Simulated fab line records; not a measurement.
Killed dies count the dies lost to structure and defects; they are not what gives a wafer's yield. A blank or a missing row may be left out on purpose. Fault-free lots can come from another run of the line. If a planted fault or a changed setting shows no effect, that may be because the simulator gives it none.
fab line records ; flow n5Finfet ; part 2 of 2: steps 18 to 28 of 28
[record] lots = 5; wafers = 15; lastDay = 15
route steps=1938 shown BEOL_M5@1152
lots that met no fault: taken from a fault-free run of the same line
startH: start of the lot's first displayed wafer, in hours after the record's first day ; waitH: how many hours have passed since the lot's step before this one ; " the same as in the row above ; L1.1+2: several wafers, shown together as one row ; - no value, or no start given ; * or withheld: withheld ; < > ~ a bound
route shown NAME@n: names a module that has steps shown in the file, with the first one's number in the route ; usual: mean/standard deviation taken from wafers without a fault ; same: alike in all rows ; chamber/n: place in a boat ; sites: per-site readings ; _std_site: how widely they spread, as a standard deviation ; _edge_site: outer sites' mean less inner sites' ; radiusMm: for every site, how far away it sits from the centre of the wafer ; mask NAME#n: copy n ; behind: the tool/chamber that last shaped the wafer ; hold: what put the lot on hold/how long, in hours/how the hold closed ; device: which transistor (n, p or np) failed to switch ; end of line: tests of these same wafers at the route's end ; a step with no rows: only its recipe ; killed: dies that structure and defects cost at the first sort, which is not the same as the wafer's yield ; map: dies across one wafer; x = killed, . = not, _ = none there
set.NAME: the setting as run; set.NAME@STEP: as run at that earlier step ; model.NAME: the simulator's own value behind a step, which no gauge read
certain route steps with their lots: each step a table, each wafer a row
services: from which hour (startH, from the record's first day; less than 0 if before it) a tool's chamber was out of use, for how many hours, and why
[[steps]]
[step N5_BEOL_M5_CURE_80]
[recipe] tempC = 370; timeS = 120; ambient = DMADMS/He; material = SiCOH_lowk
[usual] lampPowerPct = 52.31/0.051; wafer_temp_C_max = 371.9/0.8
lot.wafer;tool;chamber;startH;waitH;lampPowerPct;wafer_temp_C_max
L075.1;uvCure-03;0;180.91;0.0;52.20;372.0
L075.2;uvCure-03;0;180.91;0.0;52.27;372.6
L075.5;uvCure-03;0;180.91;0.0;52.33;372.3
L079.1;uvCure-02;1;199.48;0.2;52.40;371.6
L079.4;uvCure-02;1;199.48;0.2;52.28;371.6
L079.6;uvCure-02;1;199.48;0.2;52.30;372.0
L082.1;uvCure-01;0;214.99;0.0;52.29;372.6
L082.4;uvCure-01;0;214.99;0.0;52.28;373.1
L082.6;uvCure-01;0;214.99;0.0;52.24;372.5
L084.1;uvCure-03;0;235.54;0.0;52.33;372.0
L084.3;uvCure-03;0;235.54;0.0;52.30;371.8
L084.5;uvCure-03;0;235.54;0.0;52.36;372.0
L089.1;uvCure-03;1;262.92;0.0;52.30;371.5
L089.2;uvCure-03;1;262.92;0.0;52.25;371.8
L089.6;uvCure-03;1;262.92;0.0;52.30;371.2
[step N5_BEOL_M5_DEGAS_44]
[recipe] ambient = vacuum; tempC = 250; timeS = 60
[usual] heaterPowerW = 363/33
lot.wafer;tool;chamber;startH;waitH;heaterPowerW
L075.1;pvdSputter-02;-;181.90;0.9;431
L075.2;pvdSputter-02;-;181.90;0.9;357
L075.5;pvdSputter-02;-;181.90;0.9;342
L079.1;pvdSputter-02;-;200.53;1.0;337
L079.4;pvdSputter-02;-;200.53;1.0;427
L079.6;pvdSputter-02;-;200.53;1.0;380
L082.1;pvdSputter-01;-;215.35;0.3;413
L082.4;pvdSputter-01;-;215.35;0.3;339
L082.6;pvdSputter-01;-;215.35;0.3;415
L084.1;pvdSputter-01;-;235.89;0.3;366
L084.3;pvdSputter-01;-;235.89;0.3;333
L084.5;pvdSputter-01;-;235.89;0.3;418
L089.1;pvdSputter-03;-;263.31;0.3;350
L089.2;pvdSputter-03;-;263.31;0.3;405
L089.6;pvdSputter-03;-;263.31;0.3;405
[step N5_BEOL_M5_PRE_CLEAN_45]
[recipe] gas = H2/He; timeS = 30; tempC = 250
[usual] heaterPowerW = 364/32
lot.wafer;tool;chamber;startH;waitH;heaterPowerW
L075.1;pvdSputter-02;-;181.94;0.0;430
L075.2;pvdSputter-02;-;181.94;0.0;360
L075.5;pvdSputter-02;-;181.94;0.0;336
L079.1;pvdSputter-02;-;200.57;0.0;339
L079.4;pvdSputter-02;-;200.57;0.0;439
L079.6;pvdSputter-02;-;200.57;0.0;377
L082.1;pvdSputter-01;-;215.39;0.0;402
L082.4;pvdSputter-01;-;215.39;0.0;334
L082.6;pvdSputter-01;-;215.39;0.0;413
L084.1;pvdSputter-01;-;235.93;0.0;369
L084.3;pvdSputter-01;-;235.93;0.0;336
L084.5;pvdSputter-01;-;235.93;0.0;404
L089.1;pvdSputter-03;-;263.35;0.0;353
L089.2;pvdSputter-03;-;263.35;0.0;406
L089.6;pvdSputter-03;-;263.35;0.0;412
[step N5_BEOL_M5_ALD_86]
[recipe] material = TaN; targetThkA = *; tempC = 275; aldPrecursorFamily = PDMAT; aldCoReactant = NH3; pressureTorr = 3; carrierFlowSccm = 1500; pulseTimeS = 2; purgeTimeS = 3; coReactantPurgeTimeS = 2; coReactantPulseTimeS = 3; aldCycles = 30; precursorVesselTempC = 75; precursorVesselPressureTorr = 26.25; precursorVesselCarrierSccm = 1000
[usual] heaterPowerOuterW = 233/22; heaterPowerW = 418/36
lot.wafer;tool;chamber;startH;waitH;heaterPowerOuterW;heaterPowerW
L075.1;aldMetal-04;2;182.01;0.0;239;446
L075.2;aldMetal-04;3;182.01;0.0;222;396
L075.5;aldMetal-04;3;182.01;0.0;230;397
L079.1;aldMetal-01;2;200.65;0.1;284;467
L079.4;aldMetal-01;0;200.65;0.1;238;431
L079.6;aldMetal-01;0;200.65;0.1;241;440
L082.1;aldMetal-02;3;215.47;0.1;204;377
L082.4;aldMetal-02;1;215.47;0.1;243;460
L082.6;aldMetal-02;0;215.47;0.1;201;363
L084.1;aldMetal-04;3;235.99;0.0;228;396
L084.3;aldMetal-04;2;235.99;0.0;232;444
L084.5;aldMetal-04;2;235.99;0.0;240;433
L089.1;aldMetal-04;0;263.41;0.0;204;407
L089.2;aldMetal-04;2;263.41;0.0;234;438
L089.6;aldMetal-04;0;263.41;0.0;209;404
[step N5_BEOL_M5_SURFACE_TREAT_87]
[recipe] gas = Ar; timeS = *; ionEnergyEv = *; ionCurrentMaCm2 = 0.5; pressureMtorr = *; arFlowSccm = 30
[usual] throttleValvePct = *
lot.wafer;tool;chamber;startH;waitH;throttleValvePct
L075.1;pvdSputter-01;-;182.23;0.1;*
L075.2;pvdSputter-01;-;182.23;0.1;*
L075.5;pvdSputter-01;-;182.23;0.1;*
L079.1;pvdSputter-03;-;201.64;0.9;*
L079.4;pvdSputter-03;-;201.64;0.9;*
L079.6;pvdSputter-03;-;201.64;0.9;*
L082.1;pvdSputter-01;-;215.83;0.3;*
L082.4;pvdSputter-01;-;215.83;0.3;*
L082.6;pvdSputter-01;-;215.83;0.3;*
L084.1;pvdSputter-02;-;236.21;0.1;*
L084.3;pvdSputter-02;-;236.21;0.1;*
L084.5;pvdSputter-02;-;236.21;0.1;*
L089.1;pvdSputter-01;-;263.66;0.1;*
L089.2;pvdSputter-01;-;263.66;0.1;*
L089.6;pvdSputter-01;-;263.66;0.1;*
[step N5_BEOL_M5_CVD_47]
[recipe] material = Co; targetThkA = 30; tempC = withheld; precursor = CCTBA/H2; pressureTorr = 30; timeS = 216
lot.wafer;tool;chamber;startH;waitH
L075.1+2+5;cvdCo-02;1,2,2;182.29;0.0
L079.1+4+6;cvdCo-01;2,0,1;201.70;0.0
L082.1+4+6;cvdCo-02;0,2,0;215.89;0.0
L084.1+3+5;cvdCo-02;1,0,0;236.32;0.1
L089.1+2+6;cvdCo-02;1,2,2;263.72;0.0
[step N5_BEOL_M5_SPUTTER_48]
[recipe] material = Cu; targetThkA = 150; tempC = -20; chamberPressurePa = 0.07; powerW = withheld; timeS = 27.62
[usual] throttleValvePct = 30.1/0.99
lot.wafer;tool;chamber;startH;waitH;throttleValvePct
L075.1;pvdSputter-02;-;182.45;0.1;31.8
L075.2;pvdSputter-02;-;182.45;0.1;31.8
L075.5;pvdSputter-02;-;182.45;0.1;31.4
L079.1;pvdSputter-03;-;201.94;0.2;29.8
L079.4;pvdSputter-03;-;201.94;0.2;29.3
L079.6;pvdSputter-03;-;201.94;0.2;30.0
L082.1;pvdSputter-03;-;216.08;0.1;30.4
L082.4;pvdSputter-03;-;216.08;0.1;27.8
L082.6;pvdSputter-03;-;216.08;0.1;29.5
L084.1;pvdSputter-03;-;238.13;1.7;28.2
L084.3;pvdSputter-03;-;238.13;1.7;29.5
L084.5;pvdSputter-03;-;238.13;1.7;29.8
L089.1;pvdSputter-01;-;263.90;0.1;31.0
L089.2;pvdSputter-01;-;263.90;0.1;29.8
L089.6;pvdSputter-01;-;263.90;0.1;29.8
[step N5_BEOL_M5_ANNEAL_49]
[recipe] tempC = 400; timeS = 1800; ambient = vacuum
[usual] heaterPowerW = 911/82
lot.wafer;tool;chamber;startH;waitH;heaterPowerW
L075.1;pvdSputter-02;-;182.53;0.0;849
L075.2;pvdSputter-02;-;182.53;0.0;1085
L075.5;pvdSputter-02;-;182.53;0.0;1079
L079.1;pvdSputter-03;-;202.02;0.0;868
L079.4;pvdSputter-03;-;202.02;0.0;868
L079.6;pvdSputter-03;-;202.02;0.0;813
L082.1;pvdSputter-03;-;216.16;0.0;820
L082.4;pvdSputter-03;-;216.16;0.0;997
L082.6;pvdSputter-03;-;216.16;0.0;866
L084.1;pvdSputter-03;-;238.21;0.0;1004
L084.3;pvdSputter-03;-;238.21;0.0;881
L084.5;pvdSputter-03;-;238.21;0.0;876
L089.1;pvdSputter-01;-;263.98;0.0;825
L089.2;pvdSputter-01;-;263.98;0.0;845
L089.6;pvdSputter-01;-;263.98;0.0;992
[step N5_BEOL_M5_SPUTTER_81]
[recipe] material = Cu; targetThkA = 150; tempC = -20; chamberPressurePa = 0.07; powerW = withheld; timeS = 27.62
[usual] throttleValvePct = 30.1/0.98
lot.wafer;tool;chamber;startH;waitH;throttleValvePct
L075.1;pvdSputter-02;-;183.53;0.5;31.5
L075.2;pvdSputter-02;-;183.53;0.5;31.6
L075.5;pvdSputter-02;-;183.53;0.5;31.5
L079.1;pvdSputter-03;-;203.03;0.5;29.4
L079.4;pvdSputter-03;-;203.03;0.5;28.8
L079.6;pvdSputter-03;-;203.03;0.5;30.3
L082.1;pvdSputter-03;-;217.17;0.5;30.4
L082.4;pvdSputter-03;-;217.17;0.5;28.1
L082.6;pvdSputter-03;-;217.17;0.5;29.6
L084.1;pvdSputter-03;-;239.22;0.5;27.9
L084.3;pvdSputter-03;-;239.22;0.5;29.3
L084.5;pvdSputter-03;-;239.22;0.5;29.5
L089.1;pvdSputter-01;-;264.99;0.5;31.3
L089.2;pvdSputter-01;-;264.99;0.5;30.0
L089.6;pvdSputter-01;-;264.99;0.5;30.2
[step N5_BEOL_M5_ANNEAL_82]
[recipe] tempC = 400; timeS = 1800; ambient = vacuum
[usual] heaterPowerW = 910/83
lot.wafer;tool;chamber;startH;waitH;heaterPowerW
L075.1;pvdSputter-02;-;183.61;0.0;856
L075.2;pvdSputter-02;-;183.61;0.0;1097
L075.5;pvdSputter-02;-;183.61;0.0;1085
L079.1;pvdSputter-03;-;203.11;0.0;874
L079.4;pvdSputter-03;-;203.11;0.0;865
L079.6;pvdSputter-03;-;203.11;0.0;817
L082.1;pvdSputter-03;-;217.25;0.0;832
L082.4;pvdSputter-03;-;217.25;0.0;986
L082.6;pvdSputter-03;-;217.25;0.0;873
L084.1;pvdSputter-03;-;239.30;0.0;992
L084.3;pvdSputter-03;-;239.30;0.0;896
L084.5;pvdSputter-03;-;239.30;0.0;897
L089.1;pvdSputter-01;-;265.07;0.0;826
L089.2;pvdSputter-01;-;265.07;0.0;835
L089.6;pvdSputter-01;-;265.07;0.0;1041
[step N5_BEOL_M5_SPUTTER_83]
[recipe] material = Cu; targetThkA = 150; tempC = -20; chamberPressurePa = 0.07; powerW = withheld; timeS = 27.62
[usual] throttleValvePct = 30.1/0.99
lot.wafer;tool;chamber;startH;waitH;throttleValvePct
L075.1;pvdSputter-02;-;184.62;0.5;31.2
L075.2;pvdSputter-02;-;184.62;0.5;31.9
L075.5;pvdSputter-02;-;184.62;0.5;31.6
L079.1;pvdSputter-03;-;204.11;0.5;29.7
L079.4;pvdSputter-03;-;204.11;0.5;29.3
L079.6;pvdSputter-03;-;204.11;0.5;30.2
L082.1;pvdSputter-03;-;218.25;0.5;30.3
L082.4;pvdSputter-03;-;218.25;0.5;28.0
L082.6;pvdSputter-03;-;218.25;0.5;29.3
L084.1;pvdSputter-03;-;240.31;0.5;27.9
L084.3;pvdSputter-03;-;240.31;0.5;29.5
L084.5;pvdSputter-03;-;240.31;0.5;29.6
L089.1;pvdSputter-01;-;266.08;0.5;31.1
L089.2;pvdSputter-01;-;266.08;0.5;30.0
L089.6;pvdSputter-01;-;266.08;0.5;29.6
[[services]]
tool;chamber;startH;hours;kind
rieDiel-01;3;163.44;4.6;repair
cvdCo-01;1;164.20;16.8;repair
rieDiel-01;0;184.02;9.1;repair
rieDiel-01;2;185.47;12.7;repair
rieDiel-03;3;194.87;4.1;repair
cvdCo-02;-;202.36;0.9;repair
rieDiel-03;3;202.36;63.7;repair
uvCure-02;-;221.63;7.3;repair
aldMetal-02;-;238.18;0.3;repair
rieDiel-01;2;252.57;-;clean
rieDiel-01;2;252.57;-;consumableReplace:focusRing
rieDiel-01;2;252.57;22.7;scheduledDown
rieDiel-01;2;252.57;22.7;ventCycle
aldMetal-04;-;261.88;1.0;repair
rieDiel-03;1;262.53;4.8;repair
